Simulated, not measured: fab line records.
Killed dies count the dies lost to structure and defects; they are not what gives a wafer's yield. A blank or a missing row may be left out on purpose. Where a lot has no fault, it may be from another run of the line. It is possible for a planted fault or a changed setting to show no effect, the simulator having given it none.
Chamber matching + flow n5Finfet + rieDiel-02 running N5_BEOL_M13_VIA_ETCH_16: 4 sister chambers
The step etches SiOC in C4F8/O2/Ar, target depth 921.7 nm. 4 wafers are shown with their chamber, then 10 later ones without.

WAFERS WITH THEIR CHAMBER
| wafer  | chamber | showerheadPlenumPTorr (Torr) |
|--------|---------|------------------------------|
| L080.2 | 1       | 3.52                         |
| L089.6 | 0       | 3.37                         |
| L090.1 | 3       | 3.57                         |
| L090.4 | 2       | 3.37                         |

WAFERS WHOSE CHAMBER IS MISSING
| wafer  | showerheadPlenumPTorr (Torr) |
|--------|------------------------------|
| L090.6 | 3.51                         |
| L091.1 | 3.51                         |
| L091.3 | 3.37                         |
| L091.4 | 3.36                         |
| L097.1 | 3.51                         |
| L097.2 | 3.36                         |
| L097.5 | 3.51                         |
| L096.4 | 3.36                         |
| L096.5 | 3.50                         |
| L096.6 | 3.36                         |

CHAMBER TAKEN BY EACH
| wafer  | from the rows above     | in truth |
|--------|-------------------------|----------|
| L090.6 | 1                       | 1        |
| L091.1 | 1                       | 1        |
| L091.3 | can't be placed: 0 or 2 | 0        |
| L091.4 | can't be placed: 0 or 2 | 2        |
| L097.1 | 1                       | 1        |
| L097.2 | can't be placed: 0 or 2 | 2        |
| L097.5 | 1                       | 1        |
| L096.4 | can't be placed: 0 or 2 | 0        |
| L096.5 | 1                       | 1        |
| L096.6 | can't be placed: 0 or 2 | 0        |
Correctly placed: 5 of 10. These rows do not allow placing 5 (true chamber among the candidates in 5). Wrongly placed: 0.
How it was worked out, from the rows above alone: a wafer's distance from a chamber is the root of the sum, over the readings, of the square of ((its reading less the chamber's mean) divided by the reading's scatter). The wafer belongs to the nearest chamber; if the next one is less than 2 further off, it can't be placed. For every chamber, the mean is computed from those of its wafers that are shown. The scatter: root of mean squared gap, hidden wafer to nearest shown wafer, with one shown wafer a chamber.
